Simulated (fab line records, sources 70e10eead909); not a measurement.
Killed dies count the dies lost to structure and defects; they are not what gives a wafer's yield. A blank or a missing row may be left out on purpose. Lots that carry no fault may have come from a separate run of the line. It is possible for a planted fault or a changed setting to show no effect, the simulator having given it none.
Check of tool commonality	flow nand_harc	Lots sampled 12, wafers sampled 36

REASON IT WAS OPENED
At NHARC_A_ONON_D2_THK_MEAS_34 the reading thk_nm is flagged on 2 of 12 lots. No-fault wafers: 200.8 nm, standard deviation 2.8.
Rule: a lot gets a flag if all its wafers with a number sit over 4 standard deviations from that mean, or if no wafer of it has a number. As for the other lots, they are considered sound.

lot	measured	on	thk_nm (nm), wafer by wafer	flag
L486	day 13 20:19	film_metro-01	198.3 199.5 201.5	
L485	day 13 20:20	film_metro-02	197.1 200.9 201.6	
L489	day 15 22:58	film_metro-01	195.8 201.2 201.8	
L490	day 15 22:58	film_metro-02	199.9 200.0 201.7	
L493	day 16 12:53	film_metro-02	197.8 199.3 202.0	
L491	day 16 12:55	film_metro-01	200.9 198.2 202.6	
L494	day 17 16:03	film_metro-01	202.0 203.1 206.6	
L495	day 17 16:03	film_metro-02	205.3 202.6 203.5	
L497	day 19 05:08	film_metro-01	200.2 198.6 204.7	
L499	day 20 04:08	film_metro-01	223.7 222.0 225.3	FLAGGED
L503	day 21 16:10	film_metro-01	220.5 226.8 222.2	FLAGGED
L506	day 22 23:49	film_metro-01	197.1 196.9 200.5	
On average the flagged lots' numbers are 223.4 nm, which is +22.6 nm against the usual, or +8 standard deviations.

WHICH TOOL EACH LOT WENT THROUGH
Before the reading, the record contains 2 process steps out of a 1302-step route. Every cell lists first the tool, next ch and the chambers used by the sampled wafers, and last the start.
lot	flag	NHARC_A_DECK1_JOINT_DEP_16	NHARC_A_ONON_D2_DEP_33
L486		pecvd-02 ch 1,2, day 13 07:03	pecvd-01 ch 1,2, day 13 19:54
L485		pecvd-04 ch 0,2, day 13 07:05	pecvd-03 ch 0,1, day 13 19:55
L489		pecvd-01 ch 0,2, day 15 09:31	pecvd-01 ch 0,1,2, day 15 22:35
L490		pecvd-04 ch 0,2, day 15 09:29	pecvd-02 ch 0,1,2, day 15 22:33
L493		pecvd-04 ch 0,1,2, day 16 02:18	pecvd-01 ch 1,2, day 16 12:28
L491		pecvd-01 ch 1,2, day 15 23:19	pecvd-02 ch 0,1,2, day 16 12:29
L494		pecvd-02 ch 1,2, day 17 01:17	pecvd-02 ch 0,1, day 17 15:41
L495		pecvd-04 ch 0,1, day 17 01:19	pecvd-03 ch 0,2, day 17 15:41
L497		pecvd-02 ch 0,1,2, day 18 15:53	pecvd-03 ch 0,1, day 19 04:46
L499	FLAGGED	pecvd-01 ch 0,1, day 19 14:51	pecvd-03 ch 0,1, day 20 03:49
L503	FLAGGED	pecvd-01 ch 1,2, day 21 02:36	pecvd-03 ch 0,1, day 21 15:48
L506		pecvd-01 ch 0,2, day 22 07:50	pecvd-01 ch 0,1, day 22 23:25
What these steps do:
- NHARC_A_DECK1_JOINT_DEP_16: deposits SiO2, target thk 45 nm.
- NHARC_A_ONON_D2_DEP_33: deposits SiO2, target thk 200 nm.
- NHARC_A_ONON_D2_THK_MEAS_34: measures by ellipsometry.

FLAGGED AGAINST TOTAL, ONE TOOL AT A TIME (gauges that did the reading follow at the end)
step	tool	lots run	flagged	share of the flagged lots	sound lots run after its first flagged lot
NHARC_A_DECK1_JOINT_DEP_16	pecvd-01	5	2	all	1 (L506)
NHARC_A_DECK1_JOINT_DEP_16	pecvd-02	3	0	none	-
NHARC_A_DECK1_JOINT_DEP_16	pecvd-04	4	0	none	-
NHARC_A_ONON_D2_DEP_33	pecvd-01	4	0	none	-
NHARC_A_ONON_D2_DEP_33	pecvd-02	3	0	none	-
NHARC_A_ONON_D2_DEP_33	pecvd-03	5	2	all	0
NHARC_A_ONON_D2_THK_MEAS_34	film_metro-01	8	2	all	1 (L506)
NHARC_A_ONON_D2_THK_MEAS_34	film_metro-02	4	0	none	-

THE TABLE: WHAT IT ALLOWS
All flagged lots were run by 3 table rows, namely pecvd-01 at NHARC_A_DECK1_JOINT_DEP_16, pecvd-03 at NHARC_A_ONON_D2_DEP_33, film_metro-01 at NHARC_A_ONON_D2_THK_MEAS_34.
- pecvd-01 at NHARC_A_DECK1_JOINT_DEP_16: 2 of its 5 lots flagged. Lots that were sound ran on it after the first flagged one (L506); a persistent fault on the entire tool would not allow that.
- pecvd-03 at NHARC_A_ONON_D2_DEP_33: 2 of its 5 lots flagged. Its last sound lot is L497 (day 19 04:46), its first flagged lot L499 (day 20 03:49): a fault that began between those two fits. Its own readings lie more than 4 standard deviations out on every wafer of the flagged lots: rf_fwd_power_W.
- film_metro-01 at NHARC_A_ONON_D2_THK_MEAS_34: 2 of its 8 lots flagged. Lots that were sound ran on it after the first flagged one (L506); a persistent fault on the entire tool would not allow that.
One tool is left: pecvd-03 at NHARC_A_ONON_D2_DEP_33.

WHAT THE SIMULATOR PUT IN
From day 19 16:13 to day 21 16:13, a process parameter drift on pecvd-03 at NHARC_A_ONON_D2_DEP_33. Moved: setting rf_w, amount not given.
Lots struck among those shown: L499, L503. The rule above found the same.
